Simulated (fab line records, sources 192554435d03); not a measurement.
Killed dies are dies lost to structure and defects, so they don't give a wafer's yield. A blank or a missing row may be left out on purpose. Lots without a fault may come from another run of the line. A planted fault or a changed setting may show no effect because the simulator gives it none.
Chamber matching | flow n5_finfet | N5_BEOL_M10_CURE_71 on uv_cure-02: 3 sister chambers
The step cures SiCOH lowk, time 240 s. 22 wafers are shown with their chamber, then 11 later ones without.

WAFERS WITH THEIR CHAMBER
wafer  | chamber | lamp_power_pct (%) | wafer_temp_C_max
L075.2 | 1       | 52.23              | 386.1
L075.3 | 1       | 52.33              | 386.5
L075.4 | 1       | 52.24              | 386.3
L076.1 | 0       | 52.29              | 386.2
L076.3 | 0       | 52.26              | 386.3
L076.4 | 0       | 52.28              | 386.4
L080.1 | 2       | 52.32              | 386.4
L080.5 | 2       | 52.39              | 386.0
L080.6 | 2       | 52.28              | 386.1
L081.2 | 1       | 52.37              | 386.3
L081.3 | 1       | 52.25              | 386.4
L081.5 | 1       | 52.31              | 386.2
L083.1 | 2       | 52.36              | 386.3
L083.2 | 2       | 52.32              | 385.9
L083.5 | 2       | 52.34              | 386.0
L086.1 | 0       | 52.31              | 386.2
L086.3 | 0       | 52.32              | 386.1
L086.4 | 0       | 52.24              | 386.2
L088.3 | 1       | 52.21              | 386.6
L088.5 | 1       | 52.33              | 386.8
L088.6 | 1       | 52.31              | 386.8
L089.4 | 2       | 52.41              | 386.7

SIGNATURES (means of the wafers above)
reading          | chamber 0 | chamber 1 | chamber 2 | scatter within a chamber
lamp_power_pct   | 52.2833   | 52.2867   | 52.3457   | 0.0464
wafer_temp_C_max | 386.233   | 386.444   | 386.200   | 0.233
Rule: a wafer's distance from a chamber is the root of the sum, over the readings, of the square of ((its reading less the chamber's mean) divided by the reading's scatter). The wafer belongs to the nearest chamber; if the next one is less than 2 further off, it can't be placed. The scatter: the root of (the sum of the squares of (reading less its chamber's mean) over the shown wafers, divided by (wafers less chambers)).

WAFERS WITHOUT THEIR CHAMBER
wafer  | lamp_power_pct (%) | wafer_temp_C_max
L089.5 | 52.26              | 386.5
L089.6 | 52.34              | 386.4
L090.3 | 52.20              | 386.1
L090.5 | 52.33              | 386.1
L090.6 | 52.36              | 386.3
L094.1 | 52.43              | 386.1
L094.2 | 52.32              | 386.4
L094.6 | 52.25              | 386.1
L092.1 | 52.35              | 385.8
L092.3 | 52.29              | 386.3
L092.6 | 52.35              | 386.0

WHICH CHAMBER EACH WENT THROUGH
wafer  | from the rows above          | in truth
L089.5 | can't be placed: 1 or 0 or 2 | 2
L089.6 | can't be placed: 2 or 1 or 0 | 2
L090.3 | can't be placed: 0 or 1 or 2 | 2
L090.5 | can't be placed: 2 or 0 or 1 | 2
L090.6 | can't be placed: 2 or 0 or 1 | 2
L094.1 | can't be placed: 2 or 0 or 1 | 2
L094.2 | can't be placed: 1 or 2 or 0 | 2
L094.6 | can't be placed: 0 or 1 or 2 | 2
L092.1 | can't be placed: 2 or 0 or 1 | 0
L092.3 | can't be placed: 0 or 1 or 2 | 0
L092.6 | can't be placed: 2 or 0 or 1 | 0
Placed correctly: 0 of 11. Can't be placed from these rows: 11 (the true chamber is among the candidates in 11). Placed wrongly: 0.
